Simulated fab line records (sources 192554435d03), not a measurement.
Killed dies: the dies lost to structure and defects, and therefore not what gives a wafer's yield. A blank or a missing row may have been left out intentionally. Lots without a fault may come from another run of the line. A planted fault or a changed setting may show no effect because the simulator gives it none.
3 desks, one fault :: flow n5Finfet :: what lay behind the numbers comes last; until then each desk has only its own

METROLOGY DESK
Lot by lot, what the gauges showed, no matter which tool ran the lot: averages of those sampled wafers that carry a number. A lot is out of limits, marked OUT, if its mean lies more than 4 standard deviations from the usual mean; the brackets give that distance. Only the readings that lie furthest out on some lot appear, 7 of the 12 it has.
Columns: A = GATE_OVL at N5_DUMMY_GATE_OVL_MEAS_16, usual 0.1 nm; B = DIBL_N at N5_BEOL_M4_RC_MEAS_101, usual 36.3 mV/V; C = DIBL_P at N5_BEOL_M4_RC_MEAS_101, usual 36.1 mV/V; D = IOFF_P at N5_BEOL_M4_RC_MEAS_101, usual 0.209 nA/um; E = ION_N at N5_BEOL_M4_RC_MEAS_101, usual 676 uA/um; F = SS_N at N5_BEOL_M4_RC_MEAS_101, usual 71.5 mV/dec; G = VT_P at N5_BEOL_M4_RC_MEAS_101, usual -249.9 mV
lot: L771
first seen here: day 3 10:31
A: -0.2
B: 37.0
C: 35.4
D: 0.218
E: 680
F: 71.4
G: -248.3

lot: L776
first seen here: day 4 18:51
A: 0.5
B: 34.8
C: 35.8
D: 0.175
E: 681
F: 71.1
G: -253.7

lot: L782
first seen here: day 6 07:49
A: 1.2
B: 37.5
C: 36.5
D: 0.212
E: 665
F: 72.3
G: -249.5

lot: L790
first seen here: day 8 04:44
A: 0.2
B: 37.4
C: 39.0
D: 0.244
E: 671
F: 71.6
G: -247.0

lot: L792
first seen here: day 8 15:21
A: -0.9
B: 35.7
C: 34.7
D: 0.183
E: 673
F: 71.5
G: -251.1
This desk's finding: nothing out of limits on any of the 5 lots.

THE DEFECT DESK
What the inspections along the route counted, lot by lot: means of the sampled wafers that have a number. A lot is out of limits, marked OUT, if its mean lies more than 4 standard deviations from the usual mean; the brackets give that distance.
Columns: A = rawDefectCount at N5_DUMMY_GATE_INSPECT_17, usual 189
lot: L771
first seen here: day 3 10:37
A: 218

lot: L776
first seen here: day 4 18:57
A: 220

lot: L782
first seen here: day 6 07:55
A: 196

lot: L790
first seen here: day 8 04:50
A: 164

lot: L792
first seen here: day 8 15:27
A: 194
This desk's finding: nothing out of limits on any of the 5 lots.

THE TOOL OWNER'S DESK: rieDiel-06
The tool's own readings at N5_DUMMY_GATE_ETCH_37 (etches SOC in N2/H2, target depth 60 nm, overetch 30 nm): means of the sampled wafers that have a number, for each lot that ran on this tool. A lot is out of limits, marked OUT, if its mean lies more than 4 standard deviations from the usual mean; the brackets give that distance.
Columns: A = drypumpMotorCurrentA at N5_DUMMY_GATE_ETCH_37, usual 5.8 A; B = oesProductAu at N5_DUMMY_GATE_ETCH_37, usual 0.64 a.u.; C = rfFwdPowerW at N5_DUMMY_GATE_ETCH_37, usual 830 W; D = rfVppV at N5_DUMMY_GATE_ETCH_37, usual 524.8 V; E = showerheadPlenumPTorr at N5_DUMMY_GATE_ETCH_37, usual 2.58 Torr; F = throttleValvePct at N5_DUMMY_GATE_ETCH_37, usual 17.78 %
lot: L771
first seen here: day 3 10:47
A: 6.0
B: 0.60
C: 833
D: 526.1
E: 2.61
F: 17.76

lot: L782
first seen here: day 6 08:13
A: 5.5
B: 0.66
C: 962 (+38) OUT
D: 500.9 (-8.9) OUT
E: 2.56
F: 17.78
Finding of this desk: L782 out of limits; the first was L782 at day 6 08:13, on rfFwdPowerW at N5_DUMMY_GATE_ETCH_37. Within limits: L771.

PUT TOGETHER
At day 6 08:13, on L782, the tool owner's desk was in a position to raise an alarm.
At the metrology desk, nothing out of limits was observed.
Nothing the defect desk looked at was out of limits.
The metrology desk has L782 on record, within its limits.
The defect desk has L782 on record, within its limits.
Of the lots named, all ran N5_DUMMY_GATE_ETCH_37 on rieDiel-06.

WHAT THE SIMULATOR HAD INSERTED
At N5_DUMMY_GATE_ETCH_37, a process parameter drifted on rieDiel-06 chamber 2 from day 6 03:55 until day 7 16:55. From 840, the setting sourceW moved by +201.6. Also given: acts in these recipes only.
Struck lots among those shown: L782.
Time in hours from fault onset to the first out-of-limits reading at each desk: the tool owner's desk, 4.
